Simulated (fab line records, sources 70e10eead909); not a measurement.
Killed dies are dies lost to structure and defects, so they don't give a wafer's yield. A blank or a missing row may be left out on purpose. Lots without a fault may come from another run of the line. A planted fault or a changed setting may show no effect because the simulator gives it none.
One fault seen from 2 desks | flow nand_harc | each desk has only its own numbers; what lay behind them comes last

THE TOOL OWNER'S DESK: ald_sin_batch-01
The tool's own readings at NHARC_A_CHANNEL_FILL_D1_ALD_03 (deposits SiNx, target thk 6 nm, pulse time 60 s, ald cycles 58): means of the sampled wafers that have a number, for each lot that ran on this tool. A lot is out of limits, marked OUT, if its mean lies more than 4 standard deviations from the usual mean; the brackets give that distance.
Columns: A = precursor_pulse_height_rel at NHARC_A_CHANNEL_FILL_D1_ALD_03, usual 0.999
lot  | first seen here | A
L328 | day 9 16:26     | 1.003
L329 | day 9 16:26     | 1.009
L335 | day 11 18:51    | 1.014
L337 | day 11 18:51    | 1.000
L338 | day 11 23:01    | 0.994
L348 | day 14 22:47    | 1.010
This desk's finding: nothing out of limits on any of the 6 lots.

THE DEFECT DESK
What the inspections along the route counted, lot by lot: means of the sampled wafers that have a number. A lot is out of limits, marked OUT, if its mean lies more than 4 standard deviations from the usual mean; the brackets give that distance.
Columns: A = raw_defect_count at NHARC_A_CHANNEL_HOLE_D1_INSPECT_12, usual 5.6
lot  | first seen here | A
L325 | day 8 00:49     | 6.3
L327 | day 9 01:41     | 4.0
L326 | day 9 01:51     | 3.7
L328 | day 9 03:44     | 6.3
L329 | day 9 03:53     | 5.0
L335 | day 11 07:56    | 6.7
L337 | day 11 08:05    | 6.3
L338 | day 11 08:16    | 7.7
L340 | day 11 22:26    | 5.3
L343 | day 12 16:17    | 6.0
L344 | day 12 16:27    | 6.7
L345 | day 13 00:17    | 4.7
L348 | day 14 12:11    | 3.3
This desk's finding: nothing out of limits on any of the 13 lots.

PUT TOGETHER
The tool owner's desk saw nothing out of limits.
The defect desk saw nothing out of limits.

WHAT THE SIMULATOR HAD PUT IN
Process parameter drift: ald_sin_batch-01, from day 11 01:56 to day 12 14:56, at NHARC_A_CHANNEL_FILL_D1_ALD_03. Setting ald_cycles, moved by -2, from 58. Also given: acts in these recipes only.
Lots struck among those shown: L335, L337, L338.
